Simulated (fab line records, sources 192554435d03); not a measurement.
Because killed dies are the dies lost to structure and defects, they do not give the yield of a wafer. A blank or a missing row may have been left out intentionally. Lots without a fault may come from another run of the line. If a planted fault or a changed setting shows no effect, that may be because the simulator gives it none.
fab line records	flow n5-finfet	part 2 of 2: steps 22 to 28 of 28
[record] lots = 5	wafers = 15	last-day = 18
route steps=1938 shown BEOL_M8@1350
lots untouched by any fault: they come from a run of this same line in which no faults occurred
start-h: the number of hours between the record's first day and the start of the first shown wafer of the lot	wait-h: time in hours since the lot's previous step	" unchanged from the row above	L1.1+2: one row covering several wafers at once	- no value present, or no start provided	* or withheld: withheld	< > ~ a bound
route shown NAME@n: NAME is a module with steps in the file, n the number in the route of the first one	usual: mean/standard deviation of fault-free wafers	same: alike in all rows	chamber/n: place in a boat	sites: each site's reading	_std_site: how widely they spread, as a standard deviation	_edge_site: the outer-site mean with the inner-site mean subtracted	radius-mm: how far each site lies from the wafer's centre	mask NAME#n: copy n	behind: the tool/chamber that last shaped the wafer	hold: reason for holding the lot/hours on hold/outcome of the hold	device: whichever transistor did not switch (one of n, p or np)	end of line: tests of these same wafers at the route's end	a step given without rows: its recipe and nothing more	killed: at the first sort, the dies lost to defects and structure; wafer yield is something else	map: shows each die of a wafer: x if killed, . if not, _ if none is there
set.NAME: the setting the step ran with; set.NAME@STEP: the setting that earlier step ran with	model.NAME: the simulator's own value behind a step, which no gauge read
lots at some steps of the route; a table a step, a row a wafer
services: from which hour (start-h, from the record's first day; less than 0 if before it) a tool's chamber was out of use, for how many hours, and why
[[steps]]
[step N5_BEOL_M8_ETCH_66]
[recipe] chemistry = N2/H2	target = SOC	target-depth-a = 800	overetch-a = 160	mask-material = SiARC	temp-c = 40	time-s = 120	ion-energy-ev = 200	pressure-mtorr = 30	source-w = 840	bias-w = 150	n2-flow-sccm = 200	h2-flow-sccm = 200
[usual] drypump-motor-current-A = 5.8/0.43	n2-flow-sccm = 199.9/0.65	oes-product-au = 0.59/0.064	rf-vpp-V = 522.5/1.5	showerhead-plenum-p-Torr = 2.49/0.039	throttle-valve-pct = 17.81/0.27
lot.wafer	tool	chamber	start-h	wait-h	drypump-motor-current-A	n2-flow-sccm	oes-product-au	rf-hours-counter-h	rf-vpp-V	showerhead-plenum-p-Torr	throttle-valve-pct
L074.3	rie-diel-02	2	197.38	0.0	6.0	199.4	0.57	178	521.9	2.53	18.25
L074.4	"	0	"	"	5.6	201.1	0.60	118	521.8	2.45	17.76
L074.6	"	0	"	"	5.6	200.9	0.59	-	520.5	2.45	17.75
L077.1	rie-diel-05	3	231.10	0.0	5.8	200.4	0.53	236	522.7	2.50	18.22
L077.2	"	2	"	"	5.2	200.6	0.54	197	522.1	2.42	17.99
L077.3	"	1	"	"	6.0	200.3	0.71	11	523.2	2.48	17.37
L079.1	rie-diel-01	3	239.71	0.0	4.8	200.6	0.55	220	525.0	2.51	18.12
L079.3	"	2	"	"	5.7	198.5	0.69	32	523.3	2.49	17.76
L079.5	"	3	"	"	4.8	201.1	0.55	-	523.3	2.51	18.14
L084.2	rie-diel-02	2	274.84	0.0	5.9	200.5	0.55	204	523.6	2.52	18.30
L084.4	"	3	"	"	6.1	200.0	0.56	150	525.3	2.55	17.76
L084.5	"	1	"	"	6.1	200.4	0.53	-	524.3	2.54	17.73
L097.3	rie-diel-01	1	352.21	0.0	5.7	200.8	0.67	41	520.8	2.48	17.63
L097.5	"	3	"	"	4.8	200.0	0.72	-	523.6	2.50	17.73
L097.6	"	0	"	"	6.5	200.1	0.60	-	522.8	2.46	17.52
[step N5_BEOL_M8_STRIP_69]
[recipe] chemistry = N2/H2	temp-c = 40	n2-flow-sccm = 200	h2-flow-sccm = 200	rf-frequency-hz = 6e+07
lot.wafer	tool	chamber	start-h	wait-h
L074.3+4+6	rie-diel-02	2,0,0	197.46	0.0
L077.1+2+3	rie-diel-05	3,2,1	231.18	0.0
L079.1+3+5	rie-diel-01	3,2,3	239.79	0.0
L084.2+4+5	rie-diel-02	2,3,1	274.92	0.0
L097.3+5+6	rie-diel-01	1,3,0	352.29	0.0
[step N5_BEOL_M8_STRIP_73]
[recipe] chemistry = N2/H2	temp-c = 40	n2-flow-sccm = 200	h2-flow-sccm = 200	rf-frequency-hz = 6e+07
lot.wafer	tool	chamber	start-h	wait-h
L074.3+4+6	rie-diel-02	2,0,0	197.47	0.0
L077.1+2+3	rie-diel-05	3,2,1	231.19	0.0
L079.1+3+5	rie-diel-01	3,2,3	239.80	0.0
L084.2+4+5	rie-diel-02	2,3,1	274.93	0.0
L097.3+5+6	rie-diel-01	1,3,0	352.30	0.0
[step N5_BEOL_M8_VIA_ETCH_34]
[recipe] chemistry = C4F6/O2	target = SiCOH_lowk	target-depth-a = 1255	mask-material = SOC	taper-deg = 4	time-s = 50.5	ion-energy-ev = 250	pressure-mtorr = 30	source-w = 345	bias-w = 185	Ar_flow_sccm = 300	C4F6_flow_sccm = 10	O2_flow_sccm = 10
[usual] drypump-motor-current-A = 5.8/0.44	oes-product-au = 0.77/0.09	rf-vpp-V = 665/4.8	showerhead-plenum-p-Torr = 2.79/0.042	throttle-valve-pct = 20.90/0.27
lot.wafer	tool	chamber	start-h	wait-h	drypump-motor-current-A	oes-product-au	rf-hours-counter-h	rf-vpp-V	showerhead-plenum-p-Torr	throttle-valve-pct
L074.3	rie-diel-02	2	197.48	0.0	5.9	0.73	178	659	2.84	21.38
L074.4	"	0	"	"	5.7	0.78	118	664	2.75	20.97
L074.6	"	0	"	"	5.7	0.78	-	664	2.75	20.92
L077.1	rie-diel-05	3	231.20	0.0	5.8	0.69	236	664	2.81	21.33
L077.2	"	2	"	"	5.1	0.70	197	665	2.71	20.98
L077.3	"	1	"	"	6.0	0.93	11	671	2.80	20.58
L079.1	rie-diel-01	3	239.81	0.0	4.8	0.70	220	668	2.82	21.14
L079.3	"	2	"	"	5.7	0.91	32	658	2.79	20.97
L079.5	"	3	"	"	4.8	0.71	-	669	2.82	21.13
L084.2	rie-diel-02	2	274.94	0.0	5.9	0.70	204	658	2.83	21.40
L084.4	"	3	"	"	6.1	0.75	150	664	2.85	20.85
L084.5	"	1	"	"	6.1	0.69	-	668	2.83	20.73
L097.3	rie-diel-01	1	352.31	0.0	5.8	0.89	41	668	2.77	20.65
L097.5	"	3	"	"	4.8	0.96	-	669	2.80	20.82
L097.6	"	0	"	"	6.5	0.79	-	665	2.75	20.56
[step N5_BEOL_M8_STRIP_76]
[recipe] chemistry = C4F6/O2	resist = SiARC	rf-frequency-hz = 6e+07
lot.wafer	tool	chamber	start-h	wait-h
L074.3+4+6	rie-diel-02	2,0,0	197.53	0.0
L077.1+2+3	rie-diel-05	3,2,1	231.24	0.0
L079.1+3+5	rie-diel-01	3,2,3	239.85	0.0
L084.2+4+5	rie-diel-02	2,3,1	274.98	0.0
L097.3+5+6	rie-diel-01	1,3,0	352.35	0.0
[step N5_BEOL_M8_STRIP_36]
[recipe] chemistry = N2/H2	power-w = 450	temp-c = 40	pressure-mtorr = 20	rf-frequency-hz = 6e+07	overash-fraction = 0.3	bias-power-w = 7	h2-frac = 0.5	n2-flow-sccm = 200	h2-flow-sccm = 200
[usual] bias-power-w = 7.003/0.022	drypump-motor-current-A = 5.8/0.44	n2-flow-sccm = 200.0/0.58	oes-product-au = 0.77/0.09	rf-vpp-V = 59.2/1.4	showerhead-plenum-p-Torr = 2.49/0.039	throttle-valve-pct = 23.59/0.28
lot.wafer	tool	chamber	start-h	wait-h	bias-power-w	drypump-motor-current-A	n2-flow-sccm	oes-product-au	rf-hours-counter-h	rf-vpp-V	showerhead-plenum-p-Torr	throttle-valve-pct
L074.3	rie-diel-02	2	197.54	0.0	7.010	6.0	200.1	0.72	178	58.8	2.53	24.04
L074.4	"	0	"	"	7.008	5.6	199.7	0.78	118	58.7	2.45	23.51
L074.6	"	0	"	"	6.983	5.6	200.4	0.78	-	59.3	2.45	23.51
L077.1	rie-diel-05	3	231.25	0.0	7.016	5.8	200.1	0.69	236	60.9	2.50	23.94
L077.2	"	2	"	"	7.014	5.1	200.2	0.71	197	57.7	2.42	23.77
L077.3	"	1	"	"	7.014	6.0	199.7	0.95	11	59.1	2.48	23.16
L079.1	rie-diel-01	3	239.86	0.0	6.995	4.8	200.7	0.70	220	60.8	2.51	23.98
L079.3	"	2	"	"	7.018	5.7	201.0	0.88	32	58.0	2.48	23.53
L079.5	"	3	"	"	7.007	4.8	199.6	0.71	-	58.9	2.51	23.96
L084.2	rie-diel-02	2	274.99	0.0	7.015	6.0	199.7	0.70	204	60.1	2.52	24.10
L084.4	"	3	"	"	7.015	6.1	199.4	0.73	150	60.9	2.54	23.49
L084.5	"	1	"	"	6.979	6.1	198.8	0.69	-	58.2	2.53	23.52
L097.3	rie-diel-01	1	352.36	0.0	7.021	5.7	199.6	0.89	41	60.0	2.48	23.52
L097.5	"	3	"	"	6.961	4.8	200.0	0.95	-	59.0	2.49	23.73
L097.6	"	0	"	"	7.020	6.6	199.7	0.79	-	59.3	2.46	23.26
[step N5_BEOL_M8_TRENCH_ETCH_37]
[recipe] chemistry = C4F6/O2	target-depth-a = 934.78	target = SiCOH_lowk	time-s = 31.2	ion-energy-ev = 250	pressure-mtorr = 30	source-w = 345	bias-w = 185	Ar_flow_sccm = 300	C4F6_flow_sccm = 10	O2_flow_sccm = 10
[usual] drypump-motor-current-A = 5.8/0.43	oes-product-au = 0.77/0.09	rf-vpp-V = 665/4.7	showerhead-plenum-p-Torr = 2.79/0.042	throttle-valve-pct = 20.93/0.27
lot.wafer	tool	chamber	start-h	wait-h	drypump-motor-current-A	oes-product-au	rf-hours-counter-h	rf-vpp-V	showerhead-plenum-p-Torr	throttle-valve-pct
L074.3	rie-diel-02	2	-	-	6.0	0.73	178	657	2.84	21.39
L074.4	"	0	"	"	5.6	0.78	118	664	2.75	20.95
L074.6	"	0	"	"	5.6	0.78	-	666	2.75	20.97
L077.1	rie-diel-05	3	-	-	5.8	0.68	236	664	2.81	21.38
L077.2	"	2	"	"	5.2	0.70	197	666	2.71	21.01
L077.3	"	1	"	"	6.0	0.93	11	673	2.80	20.60
L079.1	rie-diel-01	3	-	-	4.8	0.72	220	669	2.82	21.16
L079.3	"	2	"	"	5.7	0.91	32	660	2.79	20.98
L079.5	"	3	"	"	4.8	0.72	-	670	2.82	21.18
L084.2	rie-diel-02	2	-	-	6.0	0.70	204	658	2.83	21.43
L084.4	"	3	"	"	6.0	0.74	150	664	2.85	20.88
L084.5	"	1	"	"	6.1	0.69	-	668	2.83	20.75
L097.3	rie-diel-01	1	-	-	5.8	0.88	41	669	2.77	20.69
L097.5	"	3	"	"	4.8	0.96	-	669	2.80	20.85
L097.6	"	0	"	"	6.5	0.78	-	665	2.75	20.58
[[services]]
tool	chamber	start-h	hours	kind
euv-scanner-02	-	173.37	1.0	pm
euv-scanner-02	-	181.48	2.6	repair
euv-scanner-02	-	190.54	5.8	pm
rie-diel-01	0	205.00	10.7	repair
euv-scanner-01	-	210.43	1.0	pm
rie-diel-05	3	217.36	2.8	repair
rie-diel-01	1	226.12	7.0	repair
euv-scanner-02	-	228.60	1.3	repair
euv-scanner-02	-	229.92	1.0	pm
euv-scanner-02	-	233.02	1.0	repair
euv-scanner-02	-	239.56	21.8	repair
euv-scanner-01	-	261.38	4.6	pm
rie-metal-02	-	264.03	0.2	repair
euv-scanner-01	-	266.58	1.0	pm
rie-diel-05	-	271.96	10.0	pm
euv-scanner-02	-	273.07	0.5	repair
euv-scanner-01	-	283.36	4.0	repair
euv-scanner-02	-	287.31	1.0	pm
rie-diel-05	3	292.57	28.2	repair
euv-scanner-02	-	310.89	0.1	repair
rie-diel-05	-	311.93	2.8	pm
rie-diel-05	3	321.20	7.7	repair
euv-scanner-01	-	322.73	1.0	pm
rie-diel-01	3	343.36	5.8	repair
